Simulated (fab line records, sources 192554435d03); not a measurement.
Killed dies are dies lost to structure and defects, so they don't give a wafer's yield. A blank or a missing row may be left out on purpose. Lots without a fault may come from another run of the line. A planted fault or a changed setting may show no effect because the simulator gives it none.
Chamber matching | flow n5_finfet | N5_BEOL_M5_CURE_80 on uv_cure-01: 3 sister chambers
The step cures SiCOH lowk, time 120 s. 18 wafers are shown with their chamber, then 9 later ones without.

WAFERS WITH THEIR CHAMBER
wafer  | chamber | wafer_temp_C_max | lamp_power_pct (%)
L074.2 | 1       | 371.1            | 52.37
L074.3 | 1       | 371.3            | 52.25
L074.4 | 1       | 371.1            | 52.33
L076.3 | 2       | 372.1            | 52.34
L076.4 | 2       | 372.5            | 52.42
L076.6 | 2       | 372.5            | 52.35
L077.3 | 0       | 371.9            | 52.16
L077.4 | 0       | 371.9            | 52.32
L077.6 | 0       | 371.5            | 52.30
L080.4 | 2       | 372.9            | 52.37
L080.5 | 2       | 372.0            | 52.22
L080.6 | 2       | 372.3            | 52.29
L082.1 | 1       | 370.7            | 52.36
L082.3 | 1       | 370.9            | 52.39
L082.5 | 1       | 371.0            | 52.41
L086.2 | 1       | 371.3            | 52.23
L086.5 | 1       | 371.2            | 52.33
L086.6 | 1       | 371.3            | 52.33

SIGNATURES (means of the wafers above)
reading          | chamber 0 | chamber 1 | chamber 2 | scatter within a chamber
wafer_temp_C_max | 371.767   | 371.100   | 372.383   | 0.255
lamp_power_pct   | 52.2600   | 52.3333   | 52.3317   | 0.0673
Rule: a wafer's distance from a chamber is the root of the sum, over the readings, of the square of ((its reading less the chamber's mean) divided by the reading's scatter). The wafer belongs to the nearest chamber; if the next one is less than 2 further off, it can't be placed. The scatter: the root of (the sum of the squares of (reading less its chamber's mean) over the shown wafers, divided by (wafers less chambers)).

WAFERS WITHOUT THEIR CHAMBER
wafer  | wafer_temp_C_max | lamp_power_pct (%)
L092.3 | 371.1            | 52.40
L092.4 | 371.2            | 52.31
L092.5 | 371.0            | 52.26
L091.1 | 371.2            | 52.31
L091.2 | 371.4            | 52.36
L091.6 | 371.3            | 52.33
L095.1 | 372.2            | 52.26
L095.4 | 372.3            | 52.27
L095.5 | 371.6            | 52.41

WHICH CHAMBER EACH WENT THROUGH
wafer  | from the rows above          | in truth
L092.3 | 1                            | 1
L092.4 | can't be placed: 1 or 0      | 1
L092.5 | can't be placed: 1 or 0      | 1
L091.1 | can't be placed: 1 or 0      | 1
L091.2 | can't be placed: 1 or 0      | 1
L091.6 | can't be placed: 1 or 0      | 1
L095.1 | can't be placed: 2 or 0      | 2
L095.4 | can't be placed: 2 or 0      | 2
L095.5 | can't be placed: 1 or 0 or 2 | 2
Placed correctly: 1 of 9. Can't be placed from these rows: 8 (the true chamber is among the candidates in 8). Placed wrongly: 0.
